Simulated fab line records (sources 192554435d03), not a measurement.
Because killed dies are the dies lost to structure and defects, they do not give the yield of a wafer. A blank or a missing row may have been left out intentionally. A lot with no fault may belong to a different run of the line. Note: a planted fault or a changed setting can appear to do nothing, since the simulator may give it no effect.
Comparing a struck lot with a sound one -- flow n5-finfet -- 18 out of 1938 route steps
Sound: wafers L428.1, L428.2, L428.4. Struck: wafers L434.2, L434.4, L434.6. The cause is named last.
At each step with rows: each side's tool, then ch and its chambers, then its first start. Under that, the readings that differ: sound wafers -- struck wafers -- difference of the means -- sigmas: that difference in standard deviations of wafers without a fault.
alike: readings with means less than 2 such deviations apart, plus words and numbers identical on both sides. not compared: withheld readings, readings lacking a value on some wafer, bounds such as >300 that could conceal the same value, and numbers that have no deviation in the record and whose values overlap.
Wherever a step has rows on one side only, a row that says differs or no value, or a row with sigmas, the two part there. Non-overlapping numbers with no deviation appear without sigmas and do not part them. Lack of a reading on every wafer of one side parts them only where that side has two or more wafers.

first, 1 step without rows for these wafers: N5_STI_FIN_REVEAL_SRD_21 (time 30 s).
N5_STI_FIN_REVEAL_OXIDATION_33: chemistry O2 PLASMA REMOTE, time 20 s.
  sound on plasma-asher-01 ch 0,1, day 5 00:19; struck on plasma-asher-02 ch 0,1, day 6 15:00
reading,sound,struck,difference,sigmas
rf-fwd-power-W (W),1964 1957 1952,1983 1972 1976,+19,+2
  alike: drypump-motor-current-A, heater-power-w
  not compared: rf-hours-counter-h
then, 2 steps without rows for these wafers: N5_STI_FIN_REVEAL_CLEAN_19 (cleans in O3/DIW, time 120 s); N5_STI_FIN_REVEAL_SRD_23 (time 30 s).
N5_STI_FIN_REVEAL_CD_MEAS_22: target cd 6.238 nm, pitch 28 nm.
  struck on cd-sem-01, day 6 15:10; sound on cd-sem-02, day 5 00:29
  alike: cd-nm
N5_STI_FIN_REVEAL_FIN_H_MEAS_10:
  struck on ocd-02, day 6 15:12; sound on ocd-02, day 5 00:31
  alike: trench-depth-nm
then, 2 steps without rows for these wafers: N5_STI_FIN_REVEAL_PRECLEAN_18 (cleans in SC2, time 45 s); N5_STI_FIN_REVEAL_SRD_28 (time 30 s).
N5_STI_FIN_REVEAL_INSPECT_13: inspects for defects (darkfield).
  struck on defect-inspect-01, day 6 15:17; sound on defect-inspect-01, day 5 00:36
  alike: raw-defect-count
then, 2 steps without rows for these wafers: N5_DUMMY_GATE_PRECLEAN_00 (cleans in O3/DIW, time 60 s); N5_DUMMY_GATE_SRD_01 (time 30 s).
N5_DUMMY_GATE_ALD_02: deposits SiO2, target thk 2 nm, pulse time 1 s.
  sound on ald-sin-02 ch 0,1,2, day 5 00:42; struck on ald-sin-04 ch 1,3, day 6 15:46
  alike: heater-power-w, precursor-pulse-height-rel
  not compared: since-wet-clean-h
N5_DUMMY_GATE_CVD_03: deposits a-Si from SiH4, target thk 150 nm, time 8042 s.
  sound on lpcvd-01 ch 0/104,0/90,0/95, day 5 03:03; struck on lpcvd-01 ch 0/45,0/54,0/64, day 6 15:53
reading,sound,struck,difference,sigmas
model.a-Si_of_DUMMY_GATE_CVD_03.thk-nm (nm),152.8 154.2 154,97 96.8 96.6,-57,
  alike: spike-tc-lower-C, spike-tc-top-C
then, 2 steps without rows for these wafers: N5_DUMMY_GATE_PRECLEAN_46 (cleans in DIW, time 89.5 s); N5_DUMMY_GATE_SRD_47 (dry time 32 s).
N5_DUMMY_GATE_CMP_04: polishes a-Si.
  sound on cmp-03 ch 1,2,3, day 5 06:49; struck on cmp-04 ch 0,1,3, day 6 19:38
reading,sound,struck,difference,sigmas
time-to-endpoint-s (s),16.2 14.8 16.7,8.0 7.4 8.5,-7.9,-4
  alike: motor-current-A
N5_BEOL_M4_RC_MEAS_101:
  the record has rows for the sound wafers here (prober-02 ch 0, day 11 21:07) and none for the struck ones
-- a jump in the record: the struck wafers' starts before and after are 11 days apart (it breaks off in module BEOL_M4 and resumes in module PASSIVATION, where the first step shown is number 1936 of the route) --
N5_PASSIVATION_PROBE_49:
  struck on prober-01, day 18 01:53; sound on prober-02, day 16 12:52
reading,sound,struck,difference,sigmas
defect-limited-yield (%),90.4 91.4 93.6,0 0 0,-92,-61
killed-at-front-end,44 41 23,1107 1103 1131,+1078,+83
killed-dies,113 101 75,1180 1180 1180,+1084,+64
killed-on-rim,21 8 7,152 152 152,+140,+37
sort_bin_5_function (%),5.4 4.9 3.4,96.7 95.3 97.4,+91.9,+97
sort-n-pass,1067 1079 1105,0 0 0,-1084,-60
sort-yield-pct (%),90.4 91.4 93.6,0 0 0,-92,-61
  alike: killed_at_M0_to_M3, killed_at_M4_up, killed-at-contacts, killed-at-other, killed-open, killed-short, sort_bin_6_memory, sort_bin_8_speed

== WHERE THEY PART ==
Earliest at N5_STI_FIN_REVEAL_OXIDATION_33; latest, in this record, at N5_PASSIVATION_PROBE_49.

WHY: what had been put in by the simulator
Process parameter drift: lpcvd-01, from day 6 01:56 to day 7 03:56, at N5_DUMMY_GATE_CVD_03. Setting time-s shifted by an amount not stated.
